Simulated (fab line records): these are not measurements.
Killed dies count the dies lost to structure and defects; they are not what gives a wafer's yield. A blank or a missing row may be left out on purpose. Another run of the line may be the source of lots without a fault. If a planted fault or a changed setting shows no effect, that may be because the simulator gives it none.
Chamber matching	flow n5 finfet	N5_BEOL_M0_SAQP_STRIP_108 on rie diel-06: 4 sister chambers
The step strips in N2/H2. 18 wafers are shown with their chamber, then 9 later ones without.

== WAFERS WITH THEIR CHAMBER ==
wafer	chamber	showerhead plenum p Torr (Torr)	drypump motor current A (A)	oes product au (a.u.)
L076.1	2	3.22	6.4	0.76
L076.2	1	3.47	5.6	0.72
L076.4	1	3.47	5.6	0.71
L079.1	0	3.30	5.2	0.99
L079.3	2	3.22	6.5	0.75
L079.5	2	3.22	6.4	0.76
L081.2	3	3.35	5.4	0.70
L081.5	2	3.22	6.5	0.74
L081.6	3	3.35	5.5	0.69
L082.2	1	3.47	5.6	0.71
L082.3	3	3.34	5.4	0.70
L082.5	3	3.35	5.5	0.70
L092.1	2	3.21	6.5	0.74
L092.2	1	3.46	5.6	0.70
L092.6	1	3.46	5.6	0.70
L093.3	2	3.21	6.5	0.73
L093.4	3	3.33	5.4	0.69
L093.5	1	3.46	5.6	0.69

SIGNATURES (means of the wafers above)
reading	chamber 0	chamber 1	chamber 2	chamber 3	scatter within a chamber
showerhead plenum p Torr	3.3000	3.4650	3.2167	3.3440	0.00656
drypump motor current A	5.200	5.600	6.467	5.440	0.0425
oes product au	0.9900	0.7050	0.7467	0.6960	0.01
Rule: for a wafer and a chamber, the distance is found by dividing, reading by reading, the gap between the wafer's reading and the chamber's mean by the reading's scatter, squaring, summing and taking the root. If the next closest chamber is less than 2 further off than the closest, the wafer can't be placed; otherwise it belongs to the closest. The scatter: take each reading less its chamber's mean, square it, sum over the shown wafers, divide by the number of wafers less the number of chambers, and take the root.

== WAFERS WITH NO CHAMBER GIVEN ==
wafer	showerhead plenum p Torr (Torr)	drypump motor current A (A)	oes product au (a.u.)
L094.1	3.21	6.5	0.74
L094.2	3.46	5.6	0.70
L094.3	3.29	5.2	0.91
L095.4	3.21	6.4	0.74
L095.5	3.46	5.6	0.70
L095.6	3.21	6.4	0.75
L096.2	3.45	5.6	0.69
L096.3	3.28	5.2	0.90
L096.6	3.21	6.5	0.73

== EACH ONE'S CHAMBER ==
wafer	from the rows above	in truth
L094.1	2	2
L094.2	1	1
L094.3	0	0
L095.4	2	2
L095.5	1	1
L095.6	2	2
L096.2	1	1
L096.3	0	0
L096.6	2	2
Correct placement for 9 of the 9. Number that these rows cannot place: 0. Number placed wrongly: 0.
